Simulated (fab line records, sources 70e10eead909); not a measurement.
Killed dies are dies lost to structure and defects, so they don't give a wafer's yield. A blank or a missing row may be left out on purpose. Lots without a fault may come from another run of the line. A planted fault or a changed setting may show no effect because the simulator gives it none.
Which tool did it? | flow nand_harc | 13 lots, 38 wafers sampled, at 4 steps of a route of 1159

WHAT THE GAUGES READ, wafer by wafer
NHARC_P_M1_CD_MEAS_09: target cd 130 nm.
lot  | measured     | on        | cd_nm (nm)
L370 | day 6 05:01  | cd_sem-03 | 130.5 129.5 130.5
L372 | day 6 17:41  | cd_sem-01 | 130.4 130.0 130.3
L371 | day 6 20:37  | cd_sem-02 | 129.3 130.8 130.2
L374 | day 7 10:47  | cd_sem-03 | 131.5 130.3 130.0
L376 | day 7 15:49  | cd_sem-02 | 130.7 130.3 131.1
L377 | day 8 04:29  | cd_sem-03 | 130.3 130.1 131.0
L379 | day 8 09:41  | cd_sem-02 | 129.9 130.3 129.4
L378 | day 8 12:23  | cd_sem-02 | 130.7 130.1 130.3
L380 | day 8 14:52  | cd_sem-03 | 130.1 130.4 130.6
L383 | day 9 19:02  | cd_sem-03 | 127.9 129.7
L389 | day 11 04:34 | cd_sem-01 | 128.9 130.3 128.9
L391 | day 11 08:17 | cd_sem-03 | 130.9 129.2 130.2
L390 | day 11 08:34 | cd_sem-03 | 129.5 129.1 129.6

NHARC_P_M1_CD_MEAS_16.
lot  | measured     | on        | cd_nm (nm)
L370 | day 6 05:31  | cd_sem-01 | 130.8 128.3 130.5
L372 | day 6 18:11  | cd_sem-02 | 132.0 129.0 129.9
L371 | day 6 21:06  | cd_sem-02 | 130.8 132.0 130.1
L374 | day 7 11:16  | cd_sem-01 | 131.7 129.0 131.5
L376 | day 7 16:18  | cd_sem-02 | 130.1 130.4 131.1
L377 | day 8 04:58  | cd_sem-02 | 130.0 130.5 132.7
L379 | day 8 10:10  | cd_sem-03 | 131.6 130.7 129.0
L378 | day 8 12:53  | cd_sem-03 | 130.1 129.5 130.2
L380 | day 8 15:22  | cd_sem-03 | 127.8 130.0 129.3
L383 | day 9 19:34  | cd_sem-03 | 127.3 128.4
L389 | day 11 05:04 | cd_sem-03 | 128.7 130.7 128.3
L391 | day 11 08:46 | cd_sem-01 | 130.4 126.9 130.1
L390 | day 11 09:03 | cd_sem-01 | 129.4 129.3 128.5

WHICH TOOL RAN EACH LOT (tool, then ch and the chambers of the sampled wafers, then the start)
lot  | NHARC_P_M0_ANNEAL_30             | NHARC_P_M1_PEB_07
L370 | rtp_anneal-02 ch 0, day 6 02:50  | litho_track-01 ch 0, day 6 04:56
L372 | rtp_anneal-02 ch 0, day 6 15:40  | litho_track-01 ch 0, day 6 17:37
L371 | rtp_anneal-02 ch 0, day 6 18:26  | litho_track-04 ch 0, day 6 20:32
L374 | rtp_anneal-01 ch 0, day 7 08:33  | litho_track-04 ch 0, day 7 10:42
L376 | rtp_anneal-01 ch 0, day 7 13:30  | litho_track-01 ch 0, day 7 15:44
L377 | rtp_anneal-02 ch 0, day 8 02:16  | litho_track-01 ch 0, day 8 04:24
L379 | rtp_anneal-01 ch 0, day 8 07:35  | litho_track-06 ch 0, day 8 09:36
L378 | rtp_anneal-02 ch 0, day 8 10:11  | litho_track-06 ch 0, day 8 12:19
L380 | rtp_anneal-02 ch 0, day 8 12:46  | litho_track-01 ch 0, day 8 14:47
L383 | rtp_anneal-01 ch 0, day 9 16:49  | litho_track-06 ch 0, day 9 18:58
L389 | rtp_anneal-01 ch 0, day 11 01:56 | litho_track-06 ch 0, day 11 04:29
L391 | rtp_anneal-02 ch 0, day 11 06:04 | litho_track-04 ch 0, day 11 08:12
L390 | rtp_anneal-01 ch 0, day 11 06:17 | litho_track-04 ch 0, day 11 08:29
- NHARC_P_M0_ANNEAL_30: time 90 s.
- NHARC_P_M1_PEB_07: peb time 65 s.

WHAT THE TOOLS THEMSELVES READ (means of the sampled wafers that have a number; where no wafer has one, the mark that the record gives instead)
NHARC_P_M0_ANNEAL_30.
lot  | tool          | wafer_temp_C_max
L370 | rtp_anneal-02 | 225.69
L372 | rtp_anneal-02 | 225.58
L371 | rtp_anneal-02 | 225.57
L374 | rtp_anneal-01 | 225.77
L376 | rtp_anneal-01 | 225.75
L377 | rtp_anneal-02 | 225.76
L379 | rtp_anneal-01 | 225.45
L378 | rtp_anneal-02 | 225.54
L380 | rtp_anneal-02 | 225.86
L383 | rtp_anneal-01 | 225.59
L389 | rtp_anneal-01 | 225.72
L391 | rtp_anneal-02 | 225.60
L390 | rtp_anneal-01 | 226.11

NHARC_P_M1_PEB_07.
lot  | tool           | heater_power_total_W (W) | plate_temp_C (C) | resist_line_temp_C (C)
L370 | litho_track-01 | 156.7                    | 100.14           | 22.92
L372 | litho_track-01 | 156.6                    | 100.01           | 23.00
L371 | litho_track-04 | 156.3                    | 99.83            | 23.00
L374 | litho_track-04 | 156.3                    | 100.10           | 23.03
L376 | litho_track-01 | 156.4                    | 99.95            | 22.96
L377 | litho_track-01 | 156.6                    | 99.86            | 23.08
L379 | litho_track-06 | 156.3                    | 99.91            | 23.15
L378 | litho_track-06 | 156.8                    | 99.96            | 23.06
L380 | litho_track-01 | 157.0                    | 99.95            | 22.94
L383 | litho_track-06 | 158.8                    | 99.93            | 22.95
L389 | litho_track-06 | 159.9                    | 99.87            | 22.98
L391 | litho_track-04 | 156.5                    | 100.05           | 22.94
L390 | litho_track-04 | 156.9                    | 100.20           | 22.99

THE ANSWER, worked out from the rows above alone
Rule: what is usual is taken from the lots themselves. Put in order of their means at a reading, lots are off if they are a third of the lots or fewer, leave a main group of 4 or more, and stand apart from it by a gap of 3 or more times the standard deviation of the main group's means; of several such gaps the widest counts. A main group whose means are all the same, to the digits that the tables above print for the reading, isn't used. A lot without any number at a reading at which 4 lots or more have one is off too. The other lots that the step has rows for count as sound. The gauges are gone through in route order, then the tools' own readings, and for those a lot's mean is taken as printed above. The first step at which some lot is off is used, and at that step the reading that is off furthest; a lot without a number counts as furthest.
Off: L383, L389, at NHARC_P_M1_PEB_07 (heater_power_total_W). The main group: mean 156.6 W, standard deviation 0.24.
A tool fits if, at that step or a process step before it, it ran every lot that is off, and no sound lot after the first of them. One fits: litho_track-06 at NHARC_P_M1_PEB_07. Its last sound lot is L378 (day 8 12:19), its first lot that is off L383 (day 9 18:58): a fault that began between those two fits.
The tool's own readings at NHARC_P_M1_PEB_07 bear it out: on the lots that are off they differ by more than 5 times the standard deviation of the sound lots' means. heater_power_total_W reads 159.4 W there against 156.6 W on the sound lots.

WHAT THE SIMULATOR HAD PUT IN
Process parameter drift: litho_track-06, from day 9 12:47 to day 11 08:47, at NHARC_P_M1_PEB_07. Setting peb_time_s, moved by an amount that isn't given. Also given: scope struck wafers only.
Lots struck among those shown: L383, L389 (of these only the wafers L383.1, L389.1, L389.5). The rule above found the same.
